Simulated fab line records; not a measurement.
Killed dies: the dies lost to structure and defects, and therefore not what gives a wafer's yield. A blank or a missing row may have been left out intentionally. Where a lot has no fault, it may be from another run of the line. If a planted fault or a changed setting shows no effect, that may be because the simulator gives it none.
Struck lot and sound lot, side by side + flow n5Finfet + 25 steps out of a route of 1938
Sound: the wafers L954.4, L954.5, L954.6. Struck: wafers L973.1, L973.2 (left out: L973.4, a lot-mate that was not struck); the cause follows at the end.
At each step with rows: each side's tool, then ch and its chambers, then its first start. Under that, the readings that differ: sound wafers + struck wafers + difference of the means + sigmas: that difference in standard deviations of wafers without a fault.
alike: readings whose means differ by less than 2 such deviations, and words and numbers that are the same on both sides. not compared: withheld readings, readings that some wafer has no value for, bounds like >300 that may hide the same value, and numbers for which the record gives no deviation and whose values overlap.
The two part at a step that has a row with sigmas, a row that says differs or no value, or rows on one side only. Non-overlapping numbers with no deviation appear without sigmas and do not part them. Lack of a reading on every wafer of one side parts them only where that side has two or more wafers.

N5_BEOL_M8_ILD_DEP_00: deposits SiCOH lowk from DEMS/porogen, target thk 179.75 nm, time 33.4 s.
  sound on pecvd-04 ch 0,1,2, day 9 19:11; struck on pecvd-02 ch 0,2, day 14 21:47
  alike: heaterPowerW, showerheadPlenumPTorr, throttleValvePct
N5_BEOL_M8_CURE_74: cures SiCOH lowk, time 240 s.
  sound on uvCure-02 ch 2, day 9 19:28; struck on uvCure-02 ch 2, day 14 21:52
  alike: lampPowerPct, wafer_temp_C_max
N5_BEOL_M8_THK_MEAS_01:
  sound: filmMetro-01 at day 9 19:44; struck: filmMetro-01 at day 14 22:23
| reading         | sound             | struck      | difference | sigmas |
|-----------------|-------------------|-------------|------------|--------|
| M8_ILD_THK (nm) | 159.3 159.6 157.0 | 153.9 152.4 | -5.5       | -3     |
then, 9 steps without rows for these wafers: N5_BEOL_M8_PECVD_70 (deposits SiO2 from TEOS/O2, target thk 20 nm, time 22.7 s); N5_BEOL_M8_HM_DEP_02 (deposits TiN, target thk 20 nm); N5_BEOL_M8_COAT_59 (time 60 s, resist thk 100 nm); N5_BEOL_M8_COAT_60 (time 60 s, resist thk 35 nm); N5_BEOL_M8_COAT_05 (resist thk 90 nm); N5_BEOL_M8_EBR_07; N5_BEOL_M8_SOFTBAKE_06 (time 60 s); N5_BEOL_M8_EXPOSE_08 (exposes mask M8); N5_BEOL_M8_PEB_09 (peb time 60 s).
N5_BEOL_M8_DEVELOP_10: develop time 30 s.
  sound on lithoTrack-05 ch 0, day 9 22:10; struck on lithoTrack-05 ch 0, day 14 23:52
N5_BEOL_M8_CD_MEAS_11: the cd target is 38.5 nm.
  sound on cdSem-01 ch 0, day 9 22:13; struck on cdSem-03 ch 0, day 14 23:56
| reading   | sound          | struck    | difference | sigmas |
|-----------|----------------|-----------|------------|--------|
| cdNm (nm) | 39.1 38.3 38.8 | 40.1 39.6 | +1.1       | +3     |
N5_BEOL_M8_OVL_MEAS_12:
  sound on overlay-02 ch 0, day 9 22:14; struck on overlay-01 ch 0, day 14 23:58
  alike: M8_OVL
N5_BEOL_M8_INSPECT_13: inspects for defects (brightfield).
  sound: defectInspect-02 at day 9 22:16; struck: defectInspect-02 at day 14 23:59
  alike: rawDefectCount
N5_BEOL_M8_DESCUM_16: chemistry O2, time 7.9 s.
  sound on rieDiel-05 ch 0,1, day 9 22:18; struck on rieDiel-02 ch 0,1, day 15 00:01
  alike: chamberPressureMTorr, drypumpMotorCurrentA, oesProductAu, rfVppV, showerheadPlenumPTorr, throttleValvePct
  not compared: rfHoursCounterH
N5_BEOL_M8_ETCH_61: etches SiARC in CF4, target depth 45.5 nm, time 75.8 s.
  sound on rieDiel-05 ch 0,1, day 9 22:20; struck on rieDiel-02 ch 0,1, day 15 00:03
| reading                       | sound     | struck  | difference | sigmas |
|-------------------------------|-----------|---------|------------|--------|
| model.BEOL_M8.cdOffsetNm (nm) | 0.6 0 0.6 | 1.6 1.2 | +1.0       |        |
  alike: chamberPressureMTorr, drypumpMotorCurrentA, etchRfOnTimeS, oesProductAu, rfVppV, showerheadPlenumPTorr, throttleValvePct
  not compared: rfHoursCounterH
then, 2 steps without rows for these wafers: N5_BEOL_M8_ETCH_62 (etches SOC in N2/H2, target depth 110 nm, overetch 22 nm, time 165 s); N5_BEOL_M8_STRIP_68 (strips in N2/H2).
N5_BEOL_M8_STRIP_67: strips in CF4.
  sound on rieDiel-05 ch 0,1, day 9 22:32; struck on rieDiel-02 ch 0,1, day 15 00:15
  alike: chamberPressureMTorr, drypumpMotorCurrentA, oesProductAu, powerW, rfVppV, showerheadPlenumPTorr, throttleValvePct
  not compared: rfHoursCounterH
N5_BEOL_M8_HM_OPEN_17: chemistry Cl2/BCl3, target TiN, target depth 20 nm, overetch 6 nm.
  sound on rieMetal-01 ch 0,1, day 9 22:37; struck on rieMetal-01 ch 0, day 15 00:19
| reading                       | sound     | struck  | difference | sigmas |
|-------------------------------|-----------|---------|------------|--------|
| model.BEOL_M8.cdOffsetNm (nm) | 0.4 0 0.6 | 1.4 1.2 | +1.0       |        |
  alike: chamberPressureMTorr, drypumpMotorCurrentA, oesProductAu, throttleValvePct
  not compared: rfHoursCounterH
N5_BEOL_M8_STRIP_19: strips in O2.
  sound on rieDiel-02 ch 0,1,3, day 9 22:47; struck on rieDiel-05 ch 0,2, day 15 00:33
| reading             | sound | struck | difference                   | sigmas |
|---------------------|-------|--------|------------------------------|--------|
| rfHoursCounterH (h) | - - - | 66 214 | no value on the sound wafers |        |
  alike: chamberPressureMTorr, drypumpMotorCurrentA, oesProductAu, rfVppV, showerheadPlenumPTorr, throttleValvePct
N5_BEOL_M8_CD_MEAS_18: pitch 80 nm, target cd 40 nm.
  sound: cdSem-01 at day 9 22:50; struck: cdSem-02 at day 15 00:37
  alike: cdNm
then, 1 step without rows for these wafers: N5_BEOL_M8_COAT_63 (time 60 s, resist thk 60 nm).

== WHERE THEY PART ==
Last at N5_BEOL_M8_STRIP_19 as far as this record goes, first at N5_BEOL_M8_THK_MEAS_01. Later steps at which nothing parts them and some readings are alike: N5_BEOL_M8_CD_MEAS_18.

WHY: what had been put in by the simulator
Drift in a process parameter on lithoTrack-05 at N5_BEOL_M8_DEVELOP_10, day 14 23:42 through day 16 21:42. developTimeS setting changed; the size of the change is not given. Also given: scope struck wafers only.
